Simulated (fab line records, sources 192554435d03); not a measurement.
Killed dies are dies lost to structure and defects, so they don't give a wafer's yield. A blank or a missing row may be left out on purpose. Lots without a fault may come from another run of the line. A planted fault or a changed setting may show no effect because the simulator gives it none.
Split-lot experiment | flow n5_finfet | 7 lots, 39 wafers read, on a route of 1938 steps

THE SPLIT
At N5_BEOL_M5_CVD_47 (deposits Co from CCTBA/H2, target thk 3 nm, time 216 s), the setting target_thk_a was moved away from the recipe's 30 angstrom on 15 of the 39 wafers read, by -46.5% to +56.5%. The other wafers ran this setting at the recipe's value.

The reading is taken at the split's own step.

THE READING
Co_of_BEOL_M5_CVD_47.thk_nm (the simulator's own value, which no gauge read), in nm, at N5_BEOL_M5_CVD_47 (deposits Co from CCTBA/H2, target thk 3 nm, time 216 s). The file gives no usual value for it. The 24 wafers here that ran the recipe average 2.9 nm, standard deviation 0.1 nm.

wafer  | tool, chamber at the split | target_thk_a as run, angstrom | against the recipe | Co_of_BEOL_M5_CVD_47.thk_nm, nm | against lot-mates on the recipe
L080.1 | cvd_co-02, 1               | 30                            | recipe             | 3.2                             | -
L080.2 | cvd_co-02, 0,2             | 30                            | recipe             | 3                               | -
L080.3 | cvd_co-02, 0,2             | 30                            | recipe             | 3                               | -
L081.1 | cvd_co-02, 2,0,1           | 42.78                         | +42.6%             | 4.2                             | +1.3
L081.2 | cvd_co-02, 2,0,1           | 42.78                         | +42.6%             | 4.2                             | +1.3
L081.5 | cvd_co-02, 2,0,1           | 42.78                         | +42.6%             | 4.2                             | +1.3
L081.3 | cvd_co-02, 1,2             | 30                            | recipe             | 3                               | -
L081.6 | cvd_co-02, 1,2             | 30                            | recipe             | 3                               | -
L081.4 | cvd_co-02, 0               | 30                            | recipe             | 2.8                             | -
L083.1 | cvd_co-01, 2               | 46.95                         | +56.5%             | 4.6                             | +1.7
L083.5 | cvd_co-01, 2               | 46.95                         | +56.5%             | 4.6                             | +1.7
L083.2 | cvd_co-01, 0               | 46.95                         | +56.5%             | 4.8                             | +1.9
L083.3 | cvd_co-01, 1,0             | 30                            | recipe             | 3                               | -
L083.4 | cvd_co-01, 1,0             | 30                            | recipe             | 3                               | -
L083.6 | cvd_co-01, 1               | 30                            | recipe             | 2.8                             | -
L086.1 | cvd_co-02, 2,2,1           | 16.05                         | -46.5%             | 1.6                             | -1.3
L086.5 | cvd_co-02, 2,2,1           | 16.05                         | -46.5%             | 1.6                             | -1.3
L086.6 | cvd_co-02, 2,2,1           | 16.05                         | -46.5%             | 1.6                             | -1.3
L086.2 | cvd_co-02, 0,1             | 30                            | recipe             | 3                               | -
L086.3 | cvd_co-02, 0,1             | 30                            | recipe             | 3                               | -
L086.4 | cvd_co-02, 0               | 30                            | recipe             | 2.8                             | -
L087.1 | cvd_co-01, 2,0,2           | 30                            | recipe             | 2.8                             | -
L087.5 | cvd_co-01, 2,0,2           | 30                            | recipe             | 2.8                             | -
L087.6 | cvd_co-01, 2,0,2           | 30                            | recipe             | 2.8                             | -
L087.2 | cvd_co-01, 0,1,1           | 30                            | recipe             | 3                               | -
L087.3 | cvd_co-01, 0,1,1           | 30                            | recipe             | 3                               | -
L087.4 | cvd_co-01, 0,1,1           | 30                            | recipe             | 3                               | -
L089.1 | cvd_co-02, 1,0,0           | 30                            | recipe             | 3                               | -
L089.2 | cvd_co-02, 1,0,0           | 30                            | recipe             | 3                               | -
L089.4 | cvd_co-02, 1,0,0           | 30                            | recipe             | 3                               | -
L089.3 | cvd_co-02, 2,1             | 41.7                          | +39.0%             | 4.2                             | +1.2
L089.6 | cvd_co-02, 2,1             | 41.7                          | +39.0%             | 4.2                             | +1.2
L089.5 | cvd_co-02, 2               | 41.7                          | +39.0%             | 4.4                             | +1.4
L090.1 | cvd_co-02, 0,2             | 19.09                         | -36.4%             | 1.8                             | -1.1
L090.2 | cvd_co-02, 0,2             | 19.09                         | -36.4%             | 1.8                             | -1.1
L090.3 | cvd_co-02, 1               | 19.09                         | -36.4%             | 2                               | -0.9
L090.4 | cvd_co-02, 2,1             | 30                            | recipe             | 3                               | -
L090.6 | cvd_co-02, 2,1             | 30                            | recipe             | 3                               | -
L090.5 | cvd_co-02, 0               | 30                            | recipe             | 2.8                             | -
Where a row lists several chambers, the file gives one row for several wafers and doesn't say which wafer went through which chamber.

THE FIT
A straight line over all 39 wafers: Co_of_BEOL_M5_CVD_47.thk_nm changes by +0.0303 nm for each +1% of target_thk_a; r = +0.99; the points scatter about the line by 0.1 nm.
The same after taking each lot's own level away (the mean of its wafers on the recipe; 39 wafers): +0.0301 nm for each +1%; r = +0.99; scatter 0.091 nm.
On that fit, the largest move of target_thk_a shifts the reading by 1.7 nm.
The lots' own levels span 2.90 to 3.07 nm, that is 1.6 times the standard deviation above.
So the lot-to-lot level changes the slope little: the two slopes agree.
Check: with one of the wafers moved furthest among these (+56.5%) left out of the fit, the line predicts +1.72 nm for it against its lot-mates. It came out at +1.67 nm against them.

OTHER SPLITS ON THESE WAFERS
These wafers also went through other splits before the reading. Each is held against what the fit with the lots' levels taken away leaves over:
other split on the same wafers            | wafers away from the commonest value | r with Co_of_BEOL_M5_CVD_47.thk_nm (lot level and that fit taken away)
N5_BEOL_M0_TRENCH_ETCH_107 target_depth_a | 18                                   | -0.05
N5_BEOL_M2_ILD_DEP_00 time_s              | 15                                   | +0.11

THE FILE'S OWN FIT
Co_of_BEOL_M5_CVD_47.thk_nm changes by +0.0302 nm for each +1% of target_thk_a, r = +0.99.
